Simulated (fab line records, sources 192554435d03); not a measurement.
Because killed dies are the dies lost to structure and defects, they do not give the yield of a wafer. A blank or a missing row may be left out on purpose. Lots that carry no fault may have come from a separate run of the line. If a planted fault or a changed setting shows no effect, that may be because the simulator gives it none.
A lot that was struck, set against a sound lot | flow n5 finfet | 16 steps out of a route of 1938
Sound: the wafers L476.3, L476.4, L476.5. Struck: wafers L480.1, L480.2, L480.4. The cause is given at the end.
Order at every step that has rows: each side's tool, ch and its chambers, its first start. Under that, the readings that differ: sound wafers | struck wafers | difference of the means | sigmas: that difference in standard deviations of wafers without a fault.
alike: words and numbers the same on both sides, and readings whose means are apart by under 2 such deviations; not compared: readings that were withheld, readings missing a value for some wafer, numbers with overlapping values and no deviation given by the record, and bounds like >300 which may hide the same value.
Wherever a step has rows on one side only, a row that says differs or no value, or a row with sigmas, the two part there. Numbers that have no deviation but don't overlap get no sigmas and don't part them. A reading missing from all wafers of one side parts the sides only when that side holds two or more wafers.

N5_HKMG_FIN_STRIP_60: strips in N2/H2, time 360 s.
  sound on plasma asher-02 ch 0,1, day 5 03:26; struck on plasma asher-02 ch 0,1, day 6 02:49
  alike: drypump motor current A, heater power w, n2 flow sccm
  not compared: rf hours counter h
then, 2 steps without rows for these wafers: N5_HKMG_FIN_WET_ETCH_77 (etches La2O3 in dHCl, stops on HfO2, target depth 2 nm); N5_HKMG_FIN_WET_ETCH_78 (etches Al2O3 in dNH4OH, stops on La2O3, target depth 4.5 nm, rinse time 30 s).
N5_HKMG_FIN_ALD_79: deposits TiN, target thk 1.5 nm, pulse time 1 s, purge time 3 s.
  sound on ald metal-03 ch 0,1,2, day 5 03:48; struck on ald metal-02 ch 0,1,3, day 6 03:18
  alike: heater power w, precursor pulse height rel, susceptor temp C
N5_HKMG_FIN_CVD_62: deposits a-Si from Si2H6, target thk 3 nm, time 20.8 s.
  sound on thermal cvd si-01 ch 0,2, day 5 04:10; struck on thermal cvd si-01 ch 1,2, day 6 03:40
  alike: heater power w
then, 5 steps without rows for these wafers: N5_HKMG_FIN_RTA_80 (time 2 s); N5_HKMG_FIN_PRECLEAN_64 (cleans in dHF, time 30 s); N5_HKMG_FIN_WET_ETCH_65 (etches a-Si in TMAH, stops on TiN, time 49 s, target depth 3 nm); N5_HKMG_FIN_WET_ETCH_81 (etches TiN in SC1, stops on HfO2, time 57 s, target depth 6 nm); N5_HKMG_FIN_WET_ETCH_82 (etches La2O3 in dHCl, stops on HfO2, target depth 2 nm, rinse time 30 s).
N5_HKMG_FIN_ALD_36: deposits TiN, target thk 1 nm, pulse time 1 s, purge time 3 s.
  sound on ald metal-02 ch 1,3, day 5 04:34; struck on ald metal-03 ch 1,2,3, day 6 04:12
  alike: heater power w, precursor pulse height rel, susceptor temp C
N5_HKMG_FIN_THK_MEAS_70: measures by xrf.
  struck on film metro-02, day 6 04:29; sound on film metro-02, day 5 04:52
  alike: HK_THK
N5_HKMG_FIN_PWFM_ALD_03: deposits TiN, target thk 2 nm, pulse time 1 s, purge time 3 s.
  sound on ald metal-04 ch 1,2,3, day 5 04:53; struck on ald metal-04 ch 0,1,2, day 6 04:31
  reading              | sound                | struck               | difference | sigmas
  susceptor temp C (C) | 399.70 399.90 399.89 | 417.89 418.26 417.97 | +18.21     | +76
  alike: heater power w, precursor pulse height rel
then, 1 step without rows for these wafers: N5_HKMG_FIN_COAT_29 (time 60 s, resist thk 300 nm).
-- record jumps: 5 days separate the struck wafers' starts on either side; left off in module HKMG_FIN, taken up again in module BEOL_M4, whose first shown step is the route's number 1111 --
N5_BEOL_M4_RC_MEAS_101:
  sound on prober-02 ch 0, day 9 16:00; struck on prober-01 ch 0, day 10 22:28
  reading       | sound          | struck         | difference | sigmas
  ION_P (uA/um) | 438 449 447    | 469 471 468    | +25        | +3
  VT_P (mV)     | -257 -254 -257 | -245 -249 -247 | +9         | +3
  alike: DIBL_N, DIBL_P, IOFF_N, IOFF_P, ION_N, SS_N, SS_P, VT_N
after that, 1 step had no rows for these wafers: N5_PASSIVATION_PROBE_49.

WHERE THEY PART
At N5_HKMG_FIN_PWFM_ALD_03 first; at N5_BEOL_M4_RC_MEAS_101 last (within this record only).

WHY: what had been put in by the simulator
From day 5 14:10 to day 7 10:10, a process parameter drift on ald metal-04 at N5_HKMG_FIN_PWFM_ALD_03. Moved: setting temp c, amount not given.
